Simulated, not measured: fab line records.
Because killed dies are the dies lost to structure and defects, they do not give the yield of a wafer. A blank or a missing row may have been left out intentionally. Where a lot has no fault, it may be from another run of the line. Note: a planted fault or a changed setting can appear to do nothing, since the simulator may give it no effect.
3 desks looking at one fault -- flow nand-harc -- numbers are kept per desk, each desk with only its own; the story behind them comes last

## THE DEFECT DESK
Lot by lot, what the route's inspections counted, given as the mean of those sampled wafers with a number. The brackets show how far a lot's mean lies from the usual mean; more than 4 standard deviations puts the lot out of limits, marked OUT.
Columns: A = raw-defect-count at NHARC_A_CHANNEL_HOLE_D1_INSPECT_12, usual 5.3
lot,first seen here,A
L104,day 8 23:56,4.7
L103,day 9 01:13,4.3
L105,day 9 19:13,7.7
L108,day 10 22:41,4.0
L109,day 11 14:30,7.7
L114,day 13 07:38,5.3
L115,day 13 17:38,7.0
L116,day 14 22:13,6.0
L119,day 15 14:09,7.7
L121,day 16 12:00,5.0
L122,day 16 12:03,5.0
L123,day 17 05:32,3.7
L124,day 17 10:24,4.7
L125,day 17 21:10,8.3
Finding of this desk: none of the 14 lots has anything out of limits.

## METROLOGY DESK
Lot by lot, what the gauges showed, no matter which tool ran the lot: averages of those sampled wafers that carry a number. The brackets show how far a lot's mean lies from the usual mean; more than 4 standard deviations puts the lot out of limits, marked OUT.
Columns: A = thk-nm at NHARC_A_ONON_D1_THK_MEAS_24, usual 1002 nm
lot,first seen here,A
L104,day 8 19:31,1004
L103,day 8 19:32,1006
L105,day 9 10:39,1021
L108,day 10 16:59,993
L109,day 11 04:48,1013
L114,day 13 03:15,906 (-11) OUT
L115,day 13 12:10,1001
L116,day 14 12:25,891 (-13) OUT
L119,day 15 09:35,997
L121,day 16 07:29,999
L122,day 16 07:30,1008
L123,day 16 19:38,1018
L124,day 17 06:00,1012
L125,day 17 16:47,990
This desk's finding: out of limits on L114, L116; first on L114, day 13 03:15 (thk-nm at NHARC_A_ONON_D1_THK_MEAS_24). L104, L103, L105, L108, L109, L115, L119, L121, L122, L123, L124, L125 stayed within limits.

## DESK OF THE TOOL OWNER: pecvd-onon-02
The tool's own readings at NHARC_A_ONON_D1_DEP_22 (target thk 1000 nm): means of the sampled wafers that have a number, for each lot that ran on this tool. The brackets show how far a lot's mean lies from the usual mean; more than 4 standard deviations puts the lot out of limits, marked OUT.
Columns: A = sih4-flow-sccm at NHARC_A_ONON_D1_DEP_22, usual 210.1 sccm
lot,first seen here,A
L105,day 9 10:12,210.7
L108,day 10 16:32,210.7
L109,day 11 04:18,210.2
L114,day 13 02:44,210.3
L116,day 14 11:58,210.2
L125,day 17 16:24,210.5
Finding of this desk: none of the 6 lots has anything out of limits.

## ALL TOGETHER
Metrology desk: alarm possible at day 13 03:15 on L114, L116.
No out-of-limits result turned up at the defect desk.
Nothing out of limits was seen by the tool owner's desk.
The defect desk has L114, L116 on record, within its limits.
On record at the tool owner's desk: L114, L116, within its limits.
On pecvd-onon-02, each named lot ran NHARC_A_ONON_D1_DEP_22.

## WHAT WAS PUT IN BY THE SIMULATOR
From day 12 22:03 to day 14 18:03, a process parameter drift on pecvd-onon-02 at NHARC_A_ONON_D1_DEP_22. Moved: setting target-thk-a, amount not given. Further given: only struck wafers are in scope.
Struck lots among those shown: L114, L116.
Delay in hours, fault start to first out-of-limits reading, per desk: metrology desk 5.
